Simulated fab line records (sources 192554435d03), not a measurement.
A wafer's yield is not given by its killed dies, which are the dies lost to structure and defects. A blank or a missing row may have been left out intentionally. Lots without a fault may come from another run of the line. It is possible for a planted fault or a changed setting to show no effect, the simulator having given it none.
A lot that was struck, set against a sound lot :: flow n5_finfet :: 16 steps out of a route of 1938
Sound: wafers L496.2, L496.3, L496.5. Struck: wafers L510.2, L510.5 (left out: L510.6, a lot-mate that was not struck); the cause follows at the end.
At each step with rows: each side's tool, then ch and its chambers, then its first start. Under that, the readings that differ: sound wafers :: struck wafers :: difference of the means :: sigmas: that difference in standard deviations of wafers without a fault.
alike: same words and numbers on both sides, and readings whose means sit less than 2 such deviations apart. not compared: any withheld reading, any reading some wafer has no value for, any bound like >300 that may hide the same value, and any number with overlapping values for which the record gives no deviation.
A row with sigmas, a row that says differs or no value, or rows on one side alone: a step with any of these is where the two part. Numbers that have no deviation but don't overlap get no sigmas and don't part them. Lack of a reading on every wafer of one side parts them only where that side has two or more wafers.

first, 8 steps without rows for these wafers: N5_BEOL_M4_COAT_62 (time 60 s, resist thk 12 nm); N5_BEOL_M4_COAT_73 (time 60 s, resist thk 5 nm); N5_BEOL_M4_COAT_05 (resist thk 30 nm); N5_BEOL_M4_EBR_07; N5_BEOL_M4_SOFTBAKE_06 (time 60 s); N5_BEOL_M4_EXPOSE_08 (exposes mask M4); N5_BEOL_M4_PEB_09 (peb time 60 s); N5_BEOL_M4_DEVELOP_10 (develop time 30 s).
N5_BEOL_M4_CD_MEAS_11: the cd target is 16.79 nm.
  sound on cd_sem-03 ch 0, day 8 12:32; struck on cd_sem-02 ch 0, day 12 03:05
  alike: cd_nm
N5_BEOL_M4_OVL_MEAS_12:
  sound on overlay-01 ch 0, day 8 12:34; struck on overlay-02 ch 0, day 12 03:07
  alike: M4_OVL
N5_BEOL_M4_INSPECT_13: inspects for defects (brightfield).
  struck on defect_inspect-01, day 12 03:10; sound on defect_inspect-02, day 8 12:37
reading: raw_defect_count
sound: 573 450 736
struck: 303 462
difference: -204
sigmas: -2
N5_BEOL_M4_DESCUM_16: chemistry O2, time 7 s.
  sound on rie_diel-03 ch 0,2,3, day 8 12:59; struck on rie_diel-03 ch 0,2, day 12 03:20
  alike: drypump_motor_current_A, oes_product_au, rf_vpp_V, showerhead_plenum_p_Torr, throttle_valve_pct
  not compared: rf_hours_counter_h
N5_BEOL_M4_ETCH_74: etches underlayer in N2/H2, target depth 6.5 nm, time 5.2 s.
  sound on rie_diel-03 ch 0,2,3, day 8 13:02; struck on rie_diel-03 ch 0,2, day 12 03:22
reading: etch_rf_on_time_s (s)
sound: 5.28 4.99 5.21
struck: 7.02 6.86
difference: +1.78
sigmas: +13
  alike: drypump_motor_current_A, oes_product_au, rf_vpp_V, showerhead_plenum_p_Torr, throttle_valve_pct
  not compared: rf_hours_counter_h
N5_BEOL_M4_ETCH_63: etches SiARC in CF4, target depth 15.6 nm, time 26 s.
  sound on rie_diel-03 ch 0,2,3, day 8 13:02; struck on rie_diel-03 ch 0,2, day 12 03:23
  alike: drypump_motor_current_A, etch_rf_on_time_s, oes_product_au, rf_vpp_V, showerhead_plenum_p_Torr, throttle_valve_pct
  not compared: rf_hours_counter_h
N5_BEOL_M4_RC_MEAS_101:
  sound on prober-01 ch 0, day 9 01:08; struck on prober-01 ch 0, day 12 12:22
reading: VT_P (mV)
sound: -247 -246 -242
struck: -254 -254
difference: -9
sigmas: -3
  alike: DIBL_N, DIBL_P, IOFF_N, IOFF_P, ION_N, ION_P, SS_N, SS_P, VT_N
N5_PASSIVATION_PROBE_49:
  the record has rows for the sound wafers here (prober-02, day 13 06:41) and none for the struck ones

== WHERE THEY PART ==
Earliest at N5_BEOL_M4_INSPECT_13; latest, in this record, at N5_PASSIVATION_PROBE_49.

WHY: what the simulator had put in
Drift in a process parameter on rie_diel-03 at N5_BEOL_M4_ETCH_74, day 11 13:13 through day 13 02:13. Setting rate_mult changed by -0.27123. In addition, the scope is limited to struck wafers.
